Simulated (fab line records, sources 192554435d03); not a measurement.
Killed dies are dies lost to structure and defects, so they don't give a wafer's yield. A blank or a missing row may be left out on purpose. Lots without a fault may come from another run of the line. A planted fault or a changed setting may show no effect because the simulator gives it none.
A struck lot beside a sound one | flow n5_finfet | 18 steps out of a route of 1938
Sound: wafers L916.1, L916.2, L916.5. Struck: wafers L914.2, L914.5, L914.6. The cause comes at the end.
At each step with rows: each side's tool, then ch and its chambers, then its first start. Under that, the readings that differ: sound wafers | struck wafers | difference of the means | sigmas: that difference in standard deviations of wafers without a fault.
alike: readings whose means differ by less than 2 such deviations, and words and numbers that are the same on both sides. not compared: withheld readings, readings that some wafer has no value for, bounds like >300 that may hide the same value, and numbers for which the record gives no deviation and whose values overlap.
The two part at a step that has a row with sigmas, a row that says differs or no value, or rows on one side only. Numbers that don't overlap but have no deviation are shown without sigmas and don't part them. A reading that every wafer of one side lacks parts them only if that side has two wafers or more.

first, 9 steps without rows for these wafers: N5_SD_EPI_N_COAT_33 (time 60 s, resist thk 35 nm); N5_SD_EPI_N_COAT_03 (resist thk 150 nm); N5_SD_EPI_N_EBR_05; N5_SD_EPI_N_SOFTBAKE_04 (time 60 s); N5_SD_EPI_N_EXPOSE_06 (exposes mask SD N BLK, target cd 120 nm); N5_SD_EPI_N_PEB_07 (peb time 60 s); N5_SD_EPI_N_DEVELOP_08 (develop time 30 s); N5_SD_EPI_N_DESCUM_14 (chemistry O2, time 7.9 s); N5_SD_EPI_N_ETCH_34 (etches SiARC in CF4, target depth 45.5 nm, time 75.8 s).
N5_SD_EPI_N_ETCH_35: etches SOC in N2/H2, overetch 108 nm, time 486 s.
  sound on rie_diel-01 ch 1,2,3, day 8 07:58; struck on rie_diel-05 ch 1,2, day 7 21:10
  reading                                     | sound           | struck          | difference | sigmas
  model.SD_EPI_N.cd_nm (nm)                   | 121 121.2 120.2 | 116 115.8 115.2 | -5         |
  model.SiARC_of_SD_EPI_N_COAT_33.thk_nm (nm) | 19.8 19.8 19.6  | 24.6 24.6 24.6  | +4.9       |
  alike: bias_w, drypump_motor_current_A, oes_product_au, rf_vpp_V, showerhead_plenum_p_Torr, throttle_valve_pct
  not compared: rf_hours_counter_h
then, 1 step without rows for these wafers: N5_SD_EPI_N_STRIP_36 (strips in N2/H2).
N5_SD_EPI_N_ETCHBACK_44: etches SiNx in CH3F/O2, stops on SiO2, target depth 14.5 nm.
  sound on rie_diel-01 ch 1,2,3, day 8 08:17; struck on rie_diel-05 ch 1,2, day 7 21:29
  reading               | sound          | struck         | difference | sigmas
  oes_product_au (a.u.) | 0.59 0.69 0.66 | 0.34 0.32 0.35 | -0.31      | -4
  alike: bias_w, drypump_motor_current_A, rf_vpp_V, showerhead_plenum_p_Torr, throttle_valve_pct
  not compared: rf_hours_counter_h
then, 1 step without rows for these wafers: N5_SD_EPI_N_ETCH_45 (etches SiOCN in CH3F/O2, target depth 6 nm).
N5_SD_EPI_N_ETCH_16: etches SiO2 in CHF3/O2, target depth 5 nm.
  sound on rie_diel-01 ch 1,2,3, day 8 08:29; struck on rie_diel-05 ch 1,2, day 7 21:41
  reading                                     | sound          | struck     | difference | sigmas
  model.SiARC_of_SD_EPI_N_COAT_33.thk_nm (nm) | 12.6 12.4 12.4 | 17.2 17 17 | +4.6       |
  alike: bias_w, drypump_motor_current_A, oes_product_au, rf_vpp_V, showerhead_plenum_p_Torr, throttle_valve_pct
  not compared: rf_hours_counter_h
then, 1 step without rows for these wafers: N5_SD_EPI_N_STRIP_47 (strips in CHF3/O2).
N5_SD_EPI_N_SD_RECESS_17: chemistry HBr/Cl2/O2, target depth 41 nm, time 23.7 s, bt time 3 s.
  sound on rie_si-06 ch 0,3, day 8 08:34; struck on rie_si-01 ch 0,1,3, day 7 21:46
  reading                   | sound           | struck          | difference | sigmas
  model.SD_EPI_N.cd_nm (nm) | 121 121.2 120.2 | 116 115.8 115.2 | -5         |
  alike: bias_w, drypump_motor_current_A, oes_product_au, throttle_valve_pct
  not compared: rf_hours_counter_h
then, 1 step without rows for these wafers: N5_SD_EPI_N_STRIP_38 (strips in N2/H2).
-- the record jumps here: 9 days lie between the struck wafers' starts before and after (it left off in module SD_EPI_N and takes up again in module PASSIVATION, whose first step shown is number 1936 of the route) --
N5_PASSIVATION_PROBE_49:
  sound on prober-02, day 17 06:02; struck on prober-01, day 16 12:04
  reading                  | sound          | struck         | difference | sigmas
  defect_limited_yield (%) | 89.7 91.0 90.1 | 0 0 0          | -90        | -69
  killed_at_front_end      | 24 36 38       | 1119 1134 1131 | +1095      | +99 or more
  killed_dies              | 121 106 117    | 1180 1180 1180 | +1065      | +67
  killed_on_rim            | 11 11 19       | 152 152 152    | +138       | +41
  sort_bin_5_function (%)  | 6.0 5.2 6.3    | 96.0 97.0 96.4 | +90.6      | +99 or more
  sort_n_pass              | 1059 1074 1063 | 0 0 0          | -1065      | -67
  sort_yield_pct (%)       | 89.7 91.0 90.1 | 0 0 0          | -90        | -69
  alike: killed_at_M0_to_M3, killed_at_M4_up, killed_at_contacts, killed_at_other, killed_open, killed_short, sort_bin_6_memory

WHERE THEY PART
First at N5_SD_EPI_N_ETCHBACK_44; last, within this record, at N5_PASSIVATION_PROBE_49.

WHY: what the simulator had put in
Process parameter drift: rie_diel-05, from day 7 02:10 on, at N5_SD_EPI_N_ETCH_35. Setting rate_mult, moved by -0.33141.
